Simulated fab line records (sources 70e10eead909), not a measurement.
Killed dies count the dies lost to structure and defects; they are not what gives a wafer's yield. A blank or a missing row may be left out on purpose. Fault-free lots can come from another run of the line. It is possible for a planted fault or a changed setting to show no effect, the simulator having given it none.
Matching of chambers :: flow nand-harc :: 4 sister chambers for NHARC_A_WL_FILL_ALD_19 on ald-metal-03
The step deposits TiN, target thk 2 nm, pulse time 3 s, ald cycles 100. 7 wafers are shown with their chamber, then 7 later ones without.

WAFERS PAIRED WITH THEIR CHAMBERS
wafer: L077.2
chamber: 2
heater-power-w (W): 991
precursor-pulse-height-rel: 1.003

wafer: L077.3
chamber: 3
heater-power-w (W): 1121
precursor-pulse-height-rel: 0.996

wafer: L081.2
chamber: 1
heater-power-w (W): 1066
precursor-pulse-height-rel: 0.995

wafer: L081.3
chamber: 0
heater-power-w (W): 975
precursor-pulse-height-rel: 0.997

wafer: L081.6
chamber: 0
heater-power-w (W): 989
precursor-pulse-height-rel: 0.985

wafer: L089.2
chamber: 3
heater-power-w (W): 1073
precursor-pulse-height-rel: 1.006

wafer: L089.3
chamber: 2
heater-power-w (W): 1010
precursor-pulse-height-rel: 1.019

WAFERS WHOSE CHAMBER IS MISSING
wafer: L089.4
heater-power-w (W): 1069
precursor-pulse-height-rel: 1.007

wafer: L093.1
heater-power-w (W): 1059
precursor-pulse-height-rel: 1.030

wafer: L093.2
heater-power-w (W): 1022
precursor-pulse-height-rel: 0.998

wafer: L093.4
heater-power-w (W): 1020
precursor-pulse-height-rel: 1.006

wafer: L096.2
heater-power-w (W): 1090
precursor-pulse-height-rel: 0.962

wafer: L096.4
heater-power-w (W): 1055
precursor-pulse-height-rel: 0.985

wafer: L096.6
heater-power-w (W): 1021
precursor-pulse-height-rel: 1.011

CHAMBER TAKEN BY EACH
wafer: L089.4
from the rows above: can't be placed: 1 or 3 or 2
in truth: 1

wafer: L093.1
from the rows above: can't be placed: 2 or 3 or 1
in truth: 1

wafer: L093.2
from the rows above: can't be placed: 2 or 0 or 1 or 3
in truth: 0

wafer: L093.4
from the rows above: can't be placed: 2 or 0 or 1
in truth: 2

wafer: L096.2
from the rows above: can't be placed: 1 or 3
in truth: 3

wafer: L096.4
from the rows above: can't be placed: 1 or 3
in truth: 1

wafer: L096.6
from the rows above: can't be placed: 2 or 1 or 0
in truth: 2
Placed correctly: 0 of 7. Unplaceable from these rows: 7, with the true chamber sitting among the candidates in 7. Wrongly placed: 0.
How it was worked out, from the rows above alone: a wafer's distance from a chamber is the root of the sum, over the readings, of the square of ((its reading less the chamber's mean) divided by the reading's scatter). The wafer belongs to the nearest chamber; if the next one is less than 2 further off, it can't be placed. A chamber's mean is the mean of its shown wafers. The scatter: take each reading less its chamber's mean, square it, sum over the shown wafers, divide by the number of wafers less the number of chambers, and take the root.
